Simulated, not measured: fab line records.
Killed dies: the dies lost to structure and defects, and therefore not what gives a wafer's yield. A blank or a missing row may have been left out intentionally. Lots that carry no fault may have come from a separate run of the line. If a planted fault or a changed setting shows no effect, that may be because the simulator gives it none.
Split-lot experiment / flow n5Finfet / on a route of 1938 steps: 7 lots, 21 wafers read

## SPLIT DETAILS
At N5_BEOL_M11_COAT_05 (resist thk 90 nm), the setting spinRpm was moved away from the recipe's 1500 rpm on 7 of the 21 wafers read, by -8.0% to +11.1%. The other wafers ran this setting at the recipe's value.

## FROM THE SPLIT TO THE READING: what the file shows between them, 2 steps
- N5_BEOL_M11_EBR_07
- N5_BEOL_M11_SOFTBAKE_06: time 60 s

## THE READING
CAR-ArF_of_BEOL_M11_COAT_05.thkNm (the simulator's own value, which no gauge read), in nm, at N5_BEOL_M11_DESCUM_16 (chemistry O2, time 7.9 s). No usual value for it is given in the file. Across the 14 wafers here that went through the recipe, the average is 83.4 nm and the standard deviation 0.27 nm.

wafer=L074.3; tool, chamber at the split=lithoTrack-05, 0; spinRpm as run, rpm=1667; against the recipe=+11.1%; CAR-ArF_of_BEOL_M11_COAT_05.thkNm, nm=78.6; against lot-mates on the recipe=-4.4
wafer=L074.4; tool, chamber at the split=lithoTrack-05, 0; spinRpm as run, rpm=1667; against the recipe=+11.1%; CAR-ArF_of_BEOL_M11_COAT_05.thkNm, nm=78.2; against lot-mates on the recipe=-4.8
wafer=L074.6; tool, chamber at the split=lithoTrack-05, 0; spinRpm as run, rpm=1500; against the recipe=recipe; CAR-ArF_of_BEOL_M11_COAT_05.thkNm, nm=83; against lot-mates on the recipe=-
wafer=L078.3; tool, chamber at the split=lithoTrack-05, 0; spinRpm as run, rpm=1500; against the recipe=recipe; CAR-ArF_of_BEOL_M11_COAT_05.thkNm, nm=83; against lot-mates on the recipe=-
wafer=L078.4; tool, chamber at the split=lithoTrack-05, 0; spinRpm as run, rpm=1500; against the recipe=recipe; CAR-ArF_of_BEOL_M11_COAT_05.thkNm, nm=83.2; against lot-mates on the recipe=-
wafer=L078.5; tool, chamber at the split=lithoTrack-05, 0; spinRpm as run, rpm=1500; against the recipe=recipe; CAR-ArF_of_BEOL_M11_COAT_05.thkNm, nm=83.4; against lot-mates on the recipe=-
wafer=L080.1; tool, chamber at the split=lithoTrack-04, 0; spinRpm as run, rpm=1500; against the recipe=recipe; CAR-ArF_of_BEOL_M11_COAT_05.thkNm, nm=83.2; against lot-mates on the recipe=-
wafer=L080.5; tool, chamber at the split=lithoTrack-04, 0; spinRpm as run, rpm=1500; against the recipe=recipe; CAR-ArF_of_BEOL_M11_COAT_05.thkNm, nm=83.4; against lot-mates on the recipe=-
wafer=L080.6; tool, chamber at the split=lithoTrack-04, 0; spinRpm as run, rpm=1500; against the recipe=recipe; CAR-ArF_of_BEOL_M11_COAT_05.thkNm, nm=83.4; against lot-mates on the recipe=-
wafer=L083.1; tool, chamber at the split=lithoTrack-03, 0; spinRpm as run, rpm=1500; against the recipe=recipe; CAR-ArF_of_BEOL_M11_COAT_05.thkNm, nm=83.4; against lot-mates on the recipe=-
wafer=L083.4; tool, chamber at the split=lithoTrack-03, 0; spinRpm as run, rpm=1500; against the recipe=recipe; CAR-ArF_of_BEOL_M11_COAT_05.thkNm, nm=83.4; against lot-mates on the recipe=-
wafer=L083.5; tool, chamber at the split=lithoTrack-03, 0; spinRpm as run, rpm=1397; against the recipe=-6.9%; CAR-ArF_of_BEOL_M11_COAT_05.thkNm, nm=86.8; against lot-mates on the recipe=+3.4
wafer=L084.3; tool, chamber at the split=lithoTrack-03, 0; spinRpm as run, rpm=1451; against the recipe=-3.3%; CAR-ArF_of_BEOL_M11_COAT_05.thkNm, nm=84.8; against lot-mates on the recipe=+1.6
wafer=L084.4; tool, chamber at the split=lithoTrack-03, 0; spinRpm as run, rpm=1500; against the recipe=recipe; CAR-ArF_of_BEOL_M11_COAT_05.thkNm, nm=83.2; against lot-mates on the recipe=-
wafer=L084.5; tool, chamber at the split=lithoTrack-03, 0; spinRpm as run, rpm=1451; against the recipe=-3.3%; CAR-ArF_of_BEOL_M11_COAT_05.thkNm, nm=84.6; against lot-mates on the recipe=+1.4
wafer=L093.2; tool, chamber at the split=lithoTrack-03, 0; spinRpm as run, rpm=1500; against the recipe=recipe; CAR-ArF_of_BEOL_M11_COAT_05.thkNm, nm=84; against lot-mates on the recipe=-
wafer=L093.4; tool, chamber at the split=lithoTrack-03, 0; spinRpm as run, rpm=1380; against the recipe=-8.0%; CAR-ArF_of_BEOL_M11_COAT_05.thkNm, nm=87.8; against lot-mates on the recipe=+3.9
wafer=L093.6; tool, chamber at the split=lithoTrack-03, 0; spinRpm as run, rpm=1500; against the recipe=recipe; CAR-ArF_of_BEOL_M11_COAT_05.thkNm, nm=83.8; against lot-mates on the recipe=-
wafer=L094.2; tool, chamber at the split=lithoTrack-05, 0; spinRpm as run, rpm=1500; against the recipe=recipe; CAR-ArF_of_BEOL_M11_COAT_05.thkNm, nm=83.6; against lot-mates on the recipe=-
wafer=L094.5; tool, chamber at the split=lithoTrack-05, 0; spinRpm as run, rpm=1623; against the recipe=+8.2%; CAR-ArF_of_BEOL_M11_COAT_05.thkNm, nm=80.2; against lot-mates on the recipe=-3.3
wafer=L094.6; tool, chamber at the split=lithoTrack-05, 0; spinRpm as run, rpm=1500; against the recipe=recipe; CAR-ArF_of_BEOL_M11_COAT_05.thkNm, nm=83.4; against lot-mates on the recipe=-

THE FIT
A straight line over all 21 wafers: CAR-ArF_of_BEOL_M11_COAT_05.thkNm changes by -0.458 nm for each +1% of spinRpm; r = -0.99; the points scatter about the line by 0.33 nm.
The same after taking each lot's own level away (the mean of its wafers on the recipe; 21 wafers): -0.435 nm for each +1%; r = -1.00; scatter 0.19 nm.
That fit puts the effect of the largest move of spinRpm on the reading at 4.8 nm.
Across the lots, their own levels run from 83.00 to 83.90 nm, a range of 3.4 times the standard deviation given above.
Consequently the slope shifts little with the lot-to-lot level, the two slopes agreeing.
Check: with one of the wafers moved furthest among these (+11.1%) left out of the fit, the line predicts -4.91 nm for it against its lot-mates. Against them it came out at -4.4 nm.

## THESE WAFERS: OTHER SPLITS
These wafers also went through other splits before the reading. Each is held against what the fit with the lots' levels taken away leaves over:
other split on the same wafers=N5_BEOL_M7_EXPOSE_08 doseMj; wafers away from the commonest value=6; r with CAR-ArF_of_BEOL_M11_COAT_05.thkNm (lot level and that fit taken away)=-0.21
other split on the same wafers=N5_BEOL_M7_DEP_56 timeS; wafers away from the commonest value=7; r with CAR-ArF_of_BEOL_M11_COAT_05.thkNm (lot level and that fit taken away)=-0.06
other split on the same wafers=N5_BEOL_M8_COAT_60 spinRpm; wafers away from the commonest value=5; r with CAR-ArF_of_BEOL_M11_COAT_05.thkNm (lot level and that fit taken away)=-0.21
other split on the same wafers=N5_BEOL_M9_COAT_59 spinRpm; wafers away from the commonest value=9; r with CAR-ArF_of_BEOL_M11_COAT_05.thkNm (lot level and that fit taken away)=+0.02
other split on the same wafers=N5_BEOL_M11_PECVD_70 timeS; wafers away from the commonest value=4; r with CAR-ArF_of_BEOL_M11_COAT_05.thkNm (lot level and that fit taken away)=-0.14

## THE WHOLE CHAIN: every reading that the file lists as answering this split, in the file's order
step=N5_BEOL_M11_COAT_05; what it does=resist thk 90 nm; reading=CAR-ArF_of_BEOL_M11_COAT_05.thkNm (the simulator's own value, which no gauge read); change (the file's fit)=-0.433 nm for each +1% of the setting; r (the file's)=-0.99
step=N5_BEOL_M11_DESCUM_16; what it does=chemistry O2, time 7.9 s; reading=CAR-ArF_of_BEOL_M11_COAT_05.thkNm (the simulator's own value, which no gauge read); change (the file's fit)=-0.44 nm for each +1% of the setting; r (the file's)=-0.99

## FILE'S OWN FIT
CAR-ArF_of_BEOL_M11_COAT_05.thkNm changes by -0.44 nm for each +1% of spinRpm, r = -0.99.
